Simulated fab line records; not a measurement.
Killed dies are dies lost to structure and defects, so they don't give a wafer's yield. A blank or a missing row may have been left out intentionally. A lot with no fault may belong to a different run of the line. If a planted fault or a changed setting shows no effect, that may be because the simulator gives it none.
Matching of chambers	flow n5_finfet	4 sister chambers for N5_BEOL_M3_ALD_98 on ald_sin-01
The step deposits SiO2, target thk 2.5 nm, pulse time 1 s, co reactant pulse time 1 s. 4 wafers are shown with their chamber, then 12 later ones without.

WAFERS WITH THEIR CHAMBER
wafer	chamber	heater_power_w (W)
L081.5	3	85
L088.2	2	92
L090.3	1	65
L090.6	0	69

WAFERS WITHOUT THEIR CHAMBER
wafer	heater_power_w (W)
L091.1	65
L091.3	70
L091.4	84
L094.1	64
L094.4	68
L094.6	88
L095.1	89
L095.3	67
L095.4	86
L096.2	67
L096.3	64
L096.4	83

EACH ONE'S CHAMBER
wafer	from the rows above	in truth
L091.1	1	1
L091.3	0	0
L091.4	3	3
L094.1	1	1
L094.4	can't be placed: 0 or 1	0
L094.6	can't be placed: 3 or 2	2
L095.1	can't be placed: 2 or 3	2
L095.3	can't be placed: 0 or 1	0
L095.4	3	3
L096.2	can't be placed: 0 or 1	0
L096.3	1	1
L096.4	3	3
Correctly placed: 7 of 12. Unplaceable from these rows: 5, with the true chamber sitting among the candidates in 5. Wrongly placed: 0.
How it was worked out, from the rows above alone: a wafer's distance from a chamber is the root of the sum, over the readings, of the square of ((its reading less the chamber's mean) divided by the reading's scatter). The wafer belongs to the nearest chamber; if the next one is less than 2 further off, it can't be placed. Each chamber's mean is taken over the wafers shown for it. The scatter: with one shown wafer a chamber, the root of the mean of the squares of how far each hidden wafer lies from its nearest shown one.
